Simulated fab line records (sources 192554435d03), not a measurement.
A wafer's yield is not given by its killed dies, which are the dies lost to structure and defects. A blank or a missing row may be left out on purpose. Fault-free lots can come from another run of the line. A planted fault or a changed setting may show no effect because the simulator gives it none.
Which of the tools did it? -- flow n5_finfet -- 9 lots with 27 wafers sampled at 6 steps, on a route of 1938 steps

## WHAT EACH GAUGE READ, for each wafer
N5_SD_EPI_P_CD_MEAS_09: target cd 240 nm.
lot,measured,on,cd_nm (nm)
L378,day 3 08:13,cd_sem-02,240.9 239.7 239.2
L379,day 3 15:04,cd_sem-03,239.9 241.0 240.1
L383,day 4 19:37,cd_sem-02,240.4 240.5 240.1
L387,day 5 13:35,cd_sem-02,239.9 239.8 239.5
L388,day 5 17:29,cd_sem-03,240.2 239.6 239.7
L392,day 6 19:38,cd_sem-01,239.0 239.8 239.5
L395,day 7 17:50,cd_sem-02,239.3 240.1 240.2
L398,day 8 11:07,cd_sem-02,240.1 239.9 239.1
L399,day 8 20:23,cd_sem-02,240.1 239.3 239.5

N5_SD_EPI_P_INSPECT_26: inspects for defects (darkfield).
lot,measured,on,raw_defect_count
L378,day 3 12:01,defect_inspect-01,147 140 142
L379,day 3 18:55,defect_inspect-02,199 191 172
L383,day 5 00:27,defect_inspect-01,109 149 148
L387,day 5 17:23,defect_inspect-02,994 1044 938
L388,day 5 22:09,defect_inspect-02,1019 1023 1046
L392,day 7 01:25,defect_inspect-02,135 195 155
L395,day 7 22:31,defect_inspect-02,123 119 99
L398,day 8 14:56,defect_inspect-01,162 175 142
L399,day 9 00:29,defect_inspect-01,196 188 219

N5_BEOL_M4_RC_MEAS_101.
lot,measured,on,DIBL_N (mV/V),DIBL_P (mV/V),IOFF_N (nA/um),IOFF_P (nA/um),ION_N (uA/um),ION_P (uA/um),SS_N (mV/dec),SS_P (mV/dec),VT_N (mV),VT_P (mV)
L378,day 8 12:22,prober-02,34.5 35.0 35.1,33.8 35.0 34.7,0.124 0.131 0.136,0.16 0.17 0.16,676 659 661,455 446 451,70.4 71.1 70.7,72.2 72.5 72.9,254.2 253.3 251.9,-256.0 -252.8 -257.8
L379,day 8 17:25,prober-02,36.5 34.5 34.4,35.3 33.6 33.3,0.129 0.114 0.112,0.19 0.18 0.17,654 672 666,452 470 462,71.4 71.0 70.8,73.9 72.9 72.3,254.5 254.6 254.9,-251.4 -251.4 -253.8
L383,day 9 22:37,prober-02,40.6 39.2 41.7,39.6 39.2 41.4,0.218 0.194 0.236,0.27 0.25 0.30,676 686 678,465 466 467,72.8 72.2 72.6,74.5 74.2 74.4,248.8 246.9 246.5,-248.0 -246.9 -246.9
L387,day 11 00:58,prober-01,36.0 35.7 34.6,37.2 36.8 35.8,0.153 0.155 0.135,0.21 0.22 0.20,688 672 665,469 467 466,70.9 71.1 71.5,74.1 73.8 73.6,249.2 250.3 251.7,-248.9 -250.4 -249.1
L388,day 11 04:49,prober-02,35.4 34.5 34.1,35.7 34.6 34.0,0.168 0.149 0.137,0.22 0.21 0.19,680 678 672,467 467 458,71.2 71.3 71.2,73.4 72.5 72.7,249.3 247.9 250.8,-249.5 -250.5 -249.1
L392,day 11 16:44,prober-01,35.7 33.4 33.0,35.4 32.3 32.2,0.163 0.118 0.117,0.23 0.18 0.18,669 667 662,469 465 467,70.7 70.2 70.9,73.5 73.1 72.9,247.3 252.6 249.7,-248.7 -250.8 -249.4
L395,day 12 21:11,prober-01,35.9 37.4 35.4,37.6 38.4 37.0,0.158 0.185 0.133,0.19 0.20 0.17,682 674 658,463 457 456,71.7 71.9 71.7,73.3 74.1 73.5,251.3 250.6 255.4,-253.3 -255.3 -255.4
L398,day 13 15:59,prober-02,38.0 36.2 38.5,36.8 35.3 37.9,0.169 0.148 0.187,0.22 0.20 0.23,676 673 679,469 462 460,72.0 70.9 71.9,73.9 73.6 74.0,249.1 250.4 246.4,-247.3 -249.4 -247.4
L399,day 14 00:02,prober-02,33.6 32.7 34.6,33.1 32.2 33.9,0.130 0.124 0.132,0.18 0.17 0.19,675 673 656,467 464 457,71.5 70.7 70.9,72.1 72.4 72.7,250.5 255.6 253.0,-250.3 -251.7 -251.1

## WHICH TOOL RAN EACH LOT (tool, then ch and the chambers of the sampled wafers, then the start)
lot,N5_SD_EPI_P_ETCH_16,N5_SD_EPI_P_STRIP_40,N5_SD_EPI_P_PRECLEAN_24
L378,"rie_diel-05 ch 0,1,3, day 3 08:55","plasma_asher-01 ch 0,1, day 3 09:09","wet_bench-06 ch 0,4,6, day 3 11:57"
L379,"rie_diel-01 ch 0,2, day 3 15:49","plasma_asher-01 ch 0,1, day 3 16:02","wet_bench-01 ch 1,2,4, day 3 18:51"
L383,"rie_diel-04 ch 1,3, day 4 20:31","plasma_asher-02 ch 0,1, day 4 20:45","wet_bench-01 ch 2,5,7, day 5 00:23"
L387,"rie_diel-05 ch 0,2,3, day 5 14:17","plasma_asher-01 ch 0,1, day 5 14:31","wet_bench-01 ch 2,3,4, day 5 17:20"
L388,"rie_diel-05 ch 0,2,3, day 5 18:11","plasma_asher-01 ch 1, day 5 18:24","wet_bench-01 ch 4,6,7, day 5 22:05"
L392,"rie_diel-05 ch 0,1,2, day 6 20:20","plasma_asher-02 ch 0,1, day 6 20:33","wet_bench-06 ch 0,2,6, day 7 01:20"
L395,"rie_diel-04 ch 0,1,3, day 7 18:34","plasma_asher-01 ch 0,1, day 7 18:47","wet_bench-06 ch 0,3,6, day 7 22:26"
L398,"rie_diel-04 ch 0,1,3, day 8 11:49","plasma_asher-01 ch 0,1, day 8 12:02","wet_bench-06 ch 4,6,7, day 8 14:52"
L399,"rie_diel-05 ch 0,1,2, day 8 21:23","plasma_asher-01 ch 0,1, day 8 21:37","wet_bench-01 ch 1,6,7, day 9 00:26"
- N5_SD_EPI_P_ETCH_16: etches SiO2 in CHF3/O2, target depth 5 nm.
- N5_SD_EPI_P_STRIP_40: strips in N2/H2.
- N5_SD_EPI_P_PRECLEAN_24: cleans in O3/DIW, time 45 s.

## AS READ BY THE TOOLS THEMSELVES (means over the sampled wafers that have a number; for cases with no such wafer, the mark the record gives instead)
N5_SD_EPI_P_ETCH_16.
lot,tool,O2_flow_sccm (sccm),drypump_motor_current_A (A),oes_o_777_au (a.u.),oes_product_au (a.u.),rf_fwd_power_W (W),rf_vpp_V (V),showerhead_plenum_p_Torr (Torr),throttle_valve_pct (%)
L378,rie_diel-05,5.005,5.4,0.74,0.72,644.0,514,2.38,18.95
L379,rie_diel-01,5.010,5.4,0.77,0.76,645.0,525,2.42,19.19
L383,rie_diel-04,5.004,6.2,0.72,0.71,642.5,537,2.48,19.06
L387,rie_diel-05,5.005,5.6,0.80,0.79,643.7,517,2.47,18.95
L388,rie_diel-05,4.995,5.6,0.80,0.80,643.2,518,2.47,18.95
L392,rie_diel-05,4.998,5.5,0.82,0.80,643.8,516,2.47,18.82
L395,rie_diel-04,5.003,6.0,0.69,0.71,644.2,524,2.48,19.10
L398,rie_diel-04,4.999,6.0,0.69,0.69,643.0,525,2.48,19.10
L399,rie_diel-05,5.013,5.5,0.80,0.78,643.2,516,2.46,18.84

N5_SD_EPI_P_STRIP_40.
lot,tool,drypump_motor_current_A (A),heater_power_w (W),n2_flow_sccm (sccm),oes_product_au (a.u.)
L378,plasma_asher-01,5.8,308,1757,0.764
L379,plasma_asher-01,5.8,311,1748,0.760
L383,plasma_asher-02,5.3,321,1755,0.776
L387,plasma_asher-01,5.9,311,1749,0.759
L388,plasma_asher-01,5.4,294,1753,0.776
L392,plasma_asher-02,5.4,321,1752,0.763
L395,plasma_asher-01,5.9,308,1755,0.756
L398,plasma_asher-01,5.8,316,1755,0.762
L399,plasma_asher-01,5.6,302,1748,0.755

N5_SD_EPI_P_PRECLEAN_24.
lot,tool,bath_heat_duty_pct (%),o3_ppm
L378,wet_bench-06,2.4,10.00
L379,wet_bench-01,2.3,10.11
L383,wet_bench-01,2.2,9.98
L387,wet_bench-01,2.3,10.04
L388,wet_bench-01,2.1,9.94
L392,wet_bench-06,2.3,10.10
L395,wet_bench-06,2.5,9.94
L398,wet_bench-06,2.0,10.00
L399,wet_bench-01,2.2,10.10

## THE ANSWER, worked out from the rows above alone
Rule: the usual values come from the lots themselves. Put in order of their means at a reading, lots are off if they are a third of the lots or fewer, leave a main group of 4 or more, and stand apart from it by a gap of 3 or more times the standard deviation of the main group's means; of several such gaps the widest counts. A main group is skipped when, at the precision printed for the reading in the tables above, its means are all equal. A lot without any number at a reading at which 4 lots or more have one is off too. Any other lot the step has rows for is counted as sound. Order of review: gauges by route order, followed by the tools' own readings, for which a lot's mean as printed above is used. The first step at which some lot is off is used, and at that step the reading that is off furthest; a lot without a number counts as furthest.
Off: L387, L388, at N5_SD_EPI_P_INSPECT_26 (raw_defect_count). Main group: mean 157, sd 28.
A tool fits if, at a process step before that reading, it ran every lot that is off, and no sound lot after the first of them. Gauges at N5_SD_EPI_P_INSPECT_26: tried the same way as those tools. No candidate that was tried fits.

## WHAT WAS PUT IN BY THE SIMULATOR
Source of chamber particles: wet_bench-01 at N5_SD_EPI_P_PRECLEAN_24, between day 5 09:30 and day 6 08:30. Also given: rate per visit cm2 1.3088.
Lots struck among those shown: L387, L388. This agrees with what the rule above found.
